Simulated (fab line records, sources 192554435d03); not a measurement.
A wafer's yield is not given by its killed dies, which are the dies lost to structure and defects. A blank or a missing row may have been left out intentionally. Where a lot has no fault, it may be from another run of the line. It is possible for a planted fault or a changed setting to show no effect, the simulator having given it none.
Matching of chambers :: flow n5Finfet :: aldHk-03 running N5_HKMG_FIN_ALD_75: 4 sister chambers
The step deposits Al2O3, target thk 1 nm, co reactant pulse time 1 s. 14 wafers are shown with their chamber, then 7 later ones without.

## EACH WAFER AND ITS CHAMBER
wafer: L077.1
chamber: 3
heaterPowerW (W): 144
precursorPulseHeightRel: 0.977

wafer: L077.4
chamber: 1
heaterPowerW (W): 151
precursorPulseHeightRel: 1.000

wafer: L077.6
chamber: 2
heaterPowerW (W): 163
precursorPulseHeightRel: 1.020

wafer: L078.4
chamber: 0
heaterPowerW (W): 138
precursorPulseHeightRel: 0.980

wafer: L078.5
chamber: 0
heaterPowerW (W): 141
precursorPulseHeightRel: 0.970

wafer: L078.6
chamber: 1
heaterPowerW (W): 150
precursorPulseHeightRel: 1.001

wafer: L081.1
chamber: 0
heaterPowerW (W): 141
precursorPulseHeightRel: 1.003

wafer: L081.2
chamber: 3
heaterPowerW (W): 148
precursorPulseHeightRel: 1.020

wafer: L081.4
chamber: 2
heaterPowerW (W): 161
precursorPulseHeightRel: 1.020

wafer: L083.2
chamber: 1
heaterPowerW (W): 154
precursorPulseHeightRel: 0.992

wafer: L083.3
chamber: 3
heaterPowerW (W): 150
precursorPulseHeightRel: 1.005

wafer: L083.4
chamber: 2
heaterPowerW (W): 164
precursorPulseHeightRel: 1.021

wafer: L084.4
chamber: 1
heaterPowerW (W): 152
precursorPulseHeightRel: 1.004

wafer: L084.5
chamber: 0
heaterPowerW (W): 145
precursorPulseHeightRel: 1.007

SIGNATURES (averages over the wafers above)
reading: heaterPowerW
chamber 0: 141.25
chamber 1: 151.75
chamber 2: 162.67
chamber 3: 147.33
scatter within a chamber: 2.38

reading: precursorPulseHeightRel
chamber 0: 0.99000
chamber 1: 0.99925
chamber 2: 1.02033
chamber 3: 1.00067
scatter within a chamber: 0.0141
Rule: for a wafer and a chamber, the distance is found by dividing, reading by reading, the gap between the wafer's reading and the chamber's mean by the reading's scatter, squaring, summing and taking the root. If the next closest chamber is less than 2 further off than the closest, the wafer can't be placed; otherwise it belongs to the closest. How the scatter is found: for the shown wafers, subtract from each reading the mean of its chamber, square and add these, divide the total by (wafers less chambers), then take the root.

## WAFERS WHOSE CHAMBER IS MISSING
wafer: L084.6
heaterPowerW (W): 152
precursorPulseHeightRel: 0.976

wafer: L086.3
heaterPowerW (W): 142
precursorPulseHeightRel: 1.039

wafer: L086.5
heaterPowerW (W): 165
precursorPulseHeightRel: 1.018

wafer: L086.6
heaterPowerW (W): 154
precursorPulseHeightRel: 1.000

wafer: L087.2
heaterPowerW (W): 140
precursorPulseHeightRel: 1.020

wafer: L087.4
heaterPowerW (W): 149
precursorPulseHeightRel: 0.999

wafer: L087.6
heaterPowerW (W): 161
precursorPulseHeightRel: 0.995

## THE CHAMBER EACH PASSED THROUGH
wafer: L084.6
from the rows above: can't be placed: 1 or 3
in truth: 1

wafer: L086.3
from the rows above: can't be placed: 0 or 3 or 1
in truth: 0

wafer: L086.5
from the rows above: 2
in truth: 2

wafer: L086.6
from the rows above: can't be placed: 1 or 3
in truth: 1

wafer: L087.2
from the rows above: can't be placed: 0 or 3
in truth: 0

wafer: L087.4
from the rows above: can't be placed: 3 or 1
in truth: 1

wafer: L087.6
from the rows above: can't be placed: 2 or 1
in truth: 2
Correct placement for 1 of the 7. From these rows, 6 cannot be placed; in 6 the true chamber is one of the candidates. 0 placed wrongly.
